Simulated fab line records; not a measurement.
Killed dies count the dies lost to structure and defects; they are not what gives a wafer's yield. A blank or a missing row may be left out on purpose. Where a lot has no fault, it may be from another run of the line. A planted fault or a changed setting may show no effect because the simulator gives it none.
Matching of chambers | flow n5_finfet | 4 sister chambers for N5_BEOL_M14_DESCUM_33 on rie_diel-03
The step chemistry O2, time 7.9 s. 8 wafers are shown with their chamber, then 10 later ones without.

== WAFERS WITH THEIR CHAMBER ==
wafer  | chamber | showerhead_plenum_p_Torr (Torr) | drypump_motor_current_A (A)
L082.3 | 3       | 2.14                            | 6.5
L087.2 | 2       | 2.00                            | 5.3
L087.5 | 1       | 2.13                            | 5.1
L085.2 | 1       | 2.13                            | 5.2
L085.3 | 0       | 2.24                            | 5.7
L085.4 | 2       | 2.00                            | 5.3
L088.1 | 0       | 2.23                            | 5.6
L088.3 | 3       | 2.14                            | 6.5

== WAFERS MISSING THEIR CHAMBER ==
wafer  | showerhead_plenum_p_Torr (Torr) | drypump_motor_current_A (A)
L088.6 | 2.23                            | 5.7
L094.1 | 2.13                            | 6.5
L094.2 | 2.12                            | 5.2
L094.5 | 2.12                            | 5.2
L096.2 | 2.13                            | 6.5
L096.4 | 1.99                            | 5.3
L096.5 | 2.13                            | 6.5
L097.2 | 2.23                            | 5.7
L097.3 | 1.99                            | 5.3
L097.6 | 1.99                            | 5.3

== CHAMBER TAKEN BY EACH ==
wafer  | from the rows above | in truth
L088.6 | 0                   | 0
L094.1 | 3                   | 3
L094.2 | 1                   | 1
L094.5 | 1                   | 1
L096.2 | 3                   | 3
L096.4 | 2                   | 2
L096.5 | 3                   | 3
L097.2 | 0                   | 0
L097.3 | 2                   | 2
L097.6 | 2                   | 2
Correctly placed: 10 of 10. Left unplaced by these rows: 0. 0 placed wrongly.
How it was worked out, from the rows above alone: a wafer's distance from a chamber is the root of the sum, over the readings, of the square of ((its reading less the chamber's mean) divided by the reading's scatter). The wafer belongs to the nearest chamber; if the next one is less than 2 further off, it can't be placed. The mean given for a chamber averages the wafers shown for that chamber. The scatter: take each reading less its chamber's mean, square it, sum over the shown wafers, divide by the number of wafers less the number of chambers, and take the root.
